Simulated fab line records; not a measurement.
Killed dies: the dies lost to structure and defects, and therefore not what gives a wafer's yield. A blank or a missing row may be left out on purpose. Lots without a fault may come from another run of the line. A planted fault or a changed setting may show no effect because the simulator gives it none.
Which of the tools did it? || flow n5Finfet || at 1 step of a route of 1938, 24 lots with 72 wafers sampled

== WHAT EACH GAUGE READ, for each wafer ==
N5_BEOL_M8_RS_MEAS_57: a four-point-probe measurement.
{"lot": "L074", "measured": "day 9 17:47", "on": "filmMetro-02", "M8_RS (ohm/sq)": "0.295 0.299 0.298"}
{"lot": "L076", "measured": "day 10 08:08", "on": "filmMetro-02", "M8_RS (ohm/sq)": "0.285 0.293 0.283"}
{"lot": "L075", "measured": "day 11 05:20", "on": "filmMetro-01", "M8_RS (ohm/sq)": "0.290 0.281 0.291"}
{"lot": "L078", "measured": "day 11 05:33", "on": "filmMetro-01", "M8_RS (ohm/sq)": "0.282 0.287 0.278"}
{"lot": "L077", "measured": "day 11 13:26", "on": "filmMetro-02", "M8_RS (ohm/sq)": "0.297 0.288 0.287"}
{"lot": "L083", "measured": "day 12 05:06", "on": "filmMetro-01", "M8_RS (ohm/sq)": "0.281 0.283 0.285"}
{"lot": "L079", "measured": "day 12 09:33", "on": "filmMetro-02", "M8_RS (ohm/sq)": "0.279 0.281 0.280"}
{"lot": "L081", "measured": "day 12 13:25", "on": "filmMetro-02", "M8_RS (ohm/sq)": "0.295 0.284 0.285"}
{"lot": "L080", "measured": "day 12 15:31", "on": "filmMetro-02", "M8_RS (ohm/sq)": "0.306 0.290 0.300"}
{"lot": "L084", "measured": "day 13 04:16", "on": "filmMetro-02", "M8_RS (ohm/sq)": "0.290 0.286 0.292"}
{"lot": "L082", "measured": "day 13 04:26", "on": "filmMetro-02", "M8_RS (ohm/sq)": "0.285 0.274 0.280"}
{"lot": "L087", "measured": "day 13 04:59", "on": "filmMetro-02", "M8_RS (ohm/sq)": "0.290 0.285 0.284"}
{"lot": "L085", "measured": "day 13 13:41", "on": "filmMetro-01", "M8_RS (ohm/sq)": "0.287 0.291 0.296"}
{"lot": "L086", "measured": "day 13 19:49", "on": "filmMetro-02", "M8_RS (ohm/sq)": "0.285 0.280 0.280"}
{"lot": "L088", "measured": "day 14 03:02", "on": "filmMetro-01", "M8_RS (ohm/sq)": "0.297 0.293 0.284"}
{"lot": "L090", "measured": "day 14 03:27", "on": "filmMetro-02", "M8_RS (ohm/sq)": "0.283 0.286 0.288"}
{"lot": "L089", "measured": "day 14 11:31", "on": "filmMetro-01", "M8_RS (ohm/sq)": "0.289 0.286 0.283"}
{"lot": "L091", "measured": "day 15 00:38", "on": "filmMetro-01", "M8_RS (ohm/sq)": "0.296 0.291 0.285"}
{"lot": "L092", "measured": "day 15 01:07", "on": "filmMetro-02", "M8_RS (ohm/sq)": "0.282 0.294 0.290"}
{"lot": "L093", "measured": "day 15 05:49", "on": "filmMetro-01", "M8_RS (ohm/sq)": "0.286 0.284 0.286"}
{"lot": "L096", "measured": "day 15 10:23", "on": "filmMetro-01", "M8_RS (ohm/sq)": "0.297 0.294 0.289"}
{"lot": "L094", "measured": "day 15 11:47", "on": "filmMetro-01", "M8_RS (ohm/sq)": "0.292 0.281 0.295"}
{"lot": "L095", "measured": "day 15 12:35", "on": "filmMetro-02", "M8_RS (ohm/sq)": "0.290 0.293 0.282"}
{"lot": "L097", "measured": "day 16 09:39", "on": "filmMetro-01", "M8_RS (ohm/sq)": "0.288 0.287 0.279"}

== TOOL THAT RAN EACH LOT (tool first, then ch and the chambers of the sampled wafers, then the start) ==
Record: no process step prior to these readings.

== AS READ BY THE TOOLS THEMSELVES (means over the sampled wafers that have a number; for cases with no such wafer, the mark the record gives instead) ==
The record holds no such reading with a usual standard deviation.

== THE ANSWER, worked out from the rows above alone ==
Rule: the usual values come from the lots themselves. Put in order of their means at a reading, lots are off if they are a third of the lots or fewer, leave a main group of 4 or more, and stand apart from it by a gap of 3 or more times the standard deviation of the main group's means; of several such gaps the widest counts. The tables above print the reading to a certain number of digits; a main group whose means all agree to those digits is not used. Also off: a lot with no number at a reading for which 4 or more lots have one. Any other lot the step has rows for is counted as sound. First the gauges in route order, then the tools' own readings, where a lot's mean is used as printed above. At the first step where some lot is off, the reading lying furthest off is the one used; lots without a number count as furthest.
No lot is off at any reading shown: from this, nothing can be told.

== WHAT THE SIMULATOR HAD INSERTED ==
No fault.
